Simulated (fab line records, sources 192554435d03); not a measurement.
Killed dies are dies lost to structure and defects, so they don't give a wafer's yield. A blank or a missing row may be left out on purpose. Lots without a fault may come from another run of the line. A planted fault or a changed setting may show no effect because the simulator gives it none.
Split-lot experiment | flow n5_finfet | 7 lots, 21 wafers read, on a route of 1938 steps

THE SPLIT
At N5_BEOL_M6_COAT_59 (time 60 s, resist thk 100 nm), the setting spin_rpm was moved away from the recipe's 1500 rpm on 7 of the 21 wafers read, by -9.7% to +10.8%. The other wafers ran this setting at the recipe's value.

FROM THE SPLIT TO THE READING: what the file shows between them, 7 steps
- N5_BEOL_M6_COAT_60: time 60 s, resist thk 35 nm
- N5_BEOL_M6_COAT_05: resist thk 90 nm
- N5_BEOL_M6_DESCUM_16: chemistry O2, time 7.9 s
- N5_BEOL_M6_ETCH_61: etches SiARC in CF4, target depth 45.5 nm, time 75.8 s
- N5_BEOL_M6_ETCH_62: etches SOC in N2/H2, target depth 110 nm, overetch 22 nm, time 165 s
- N5_BEOL_M6_STRIP_68: strips in N2/H2
- N5_BEOL_M6_STRIP_67: strips in CF4

THE READING
SOC_of_BEOL_M6_COAT_59.thk_nm (the simulator's own value, which no gauge read), in nm, at N5_BEOL_M6_HM_OPEN_17 (chemistry Cl2/BCl3, target TiN, target depth 20 nm, overetch 6 nm). The file gives no usual value for it. The 14 wafers here that ran the recipe average 92.0 nm, standard deviation 0.41 nm.

wafer  | tool, chamber at the split | spin_rpm as run, rpm | against the recipe | SOC_of_BEOL_M6_COAT_59.thk_nm, nm | against lot-mates on the recipe
L074.2 | litho_track-05, 0          | 1500                 | recipe             | 92.2                              | -
L074.3 | litho_track-05, 0          | 1500                 | recipe             | 92.4                              | -
L074.6 | litho_track-05, 0          | 1500                 | recipe             | 92.6                              | -
L079.2 | litho_track-02, 0          | 1359                 | -9.4%              | 97.4                              | +5.2
L079.4 | litho_track-02, 0          | 1500                 | recipe             | 92.2                              | -
L079.6 | litho_track-02, 0          | 1359                 | -9.4%              | 97.2                              | +5.0
L084.2 | litho_track-05, 0          | 1367                 | -8.9%              | 96.8                              | +4.5
L084.3 | litho_track-05, 0          | 1500                 | recipe             | 92.4                              | -
L084.6 | litho_track-05, 0          | 1500                 | recipe             | 92.2                              | -
L089.1 | litho_track-05, 0          | 1500                 | recipe             | 92                                | -
L089.2 | litho_track-05, 0          | 1500                 | recipe             | 92.2                              | -
L089.6 | litho_track-05, 0          | 1500                 | recipe             | 91.6                              | -
L091.1 | litho_track-04, 0          | 1662                 | +10.8%             | 87                                | no lot-mate on the recipe
L091.2 | litho_track-04, 0          | 1662                 | +10.8%             | 87                                | no lot-mate on the recipe
L091.5 | litho_track-04, 0          | 1662                 | +10.8%             | 87                                | no lot-mate on the recipe
L092.1 | litho_track-05, 0          | 1500                 | recipe             | 91.8                              | -
L092.6 | litho_track-05, 0          | 1500                 | recipe             | 91.8                              | -
L092.3 | litho_track-05, 0          | 1500                 | recipe             | 92                                | -
L096.2 | litho_track-04, 0          | 1355                 | -9.7%              | 96.6                              | +5.4
L096.4 | litho_track-04, 0          | 1500                 | recipe             | 91.2                              | -
L096.5 | litho_track-04, 0          | 1500                 | recipe             | 91.2                              | -

THE FIT
A straight line over all 21 wafers: SOC_of_BEOL_M6_COAT_59.thk_nm changes by -0.498 nm for each +1% of spin_rpm; r = -0.99; the points scatter about the line by 0.43 nm.
The same after taking each lot's own level away (the mean of its wafers on the recipe; 18 wafers): -0.539 nm for each +1%; r = -1.00; scatter 0.17 nm.
On that fit, the largest move of spin_rpm shifts the reading by 5.8 nm.
The lots' own levels span 91.20 to 92.40 nm, that is 2.9 times the standard deviation above.
So the lot-to-lot level changes the slope little: the two slopes agree.
Check: with one of the wafers moved furthest among these (-9.7%) left out of the fit, the line predicts +5.14 nm for it against its lot-mates. It came out at +5.4 nm against them.

OTHER SPLITS ON THESE WAFERS
These wafers also went through other splits before the reading. Each is held against what the fit with the lots' levels taken away leaves over:
other split on the same wafers | wafers away from the commonest value | r with SOC_of_BEOL_M6_COAT_59.thk_nm (lot level and that fit taken away)
N5_BEOL_M6_ILD_DEP_00 time_s   | 9                                    | +0.05

THE WHOLE CHAIN: every reading that the file lists as answering this split, in the file's order
step                  | what it does                                                         | reading                                                                        | change (the file's fit)               | r (the file's)
N5_BEOL_M6_COAT_59    | time 60 s, resist thk 100 nm                                         | SOC_of_BEOL_M6_COAT_59.thk_nm (the simulator's own value, which no gauge read) | -0.534 nm for each +1% of the setting | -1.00
N5_BEOL_M6_ETCH_62    | etches SOC in N2/H2, target depth 110 nm, overetch 22 nm, time 165 s | etch.depth_nm (the simulator's own value, which no gauge read)                 | -0.529 nm for each +1% of the setting | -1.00
N5_BEOL_M6_HM_OPEN_17 | chemistry Cl2/BCl3, target TiN, target depth 20 nm, overetch 6 nm    | SOC_of_BEOL_M6_COAT_59.thk_nm (the simulator's own value, which no gauge read) | -0.538 nm for each +1% of the setting | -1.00

THE FILE'S OWN FIT
SOC_of_BEOL_M6_COAT_59.thk_nm changes by -0.538 nm for each +1% of spin_rpm, r = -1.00.
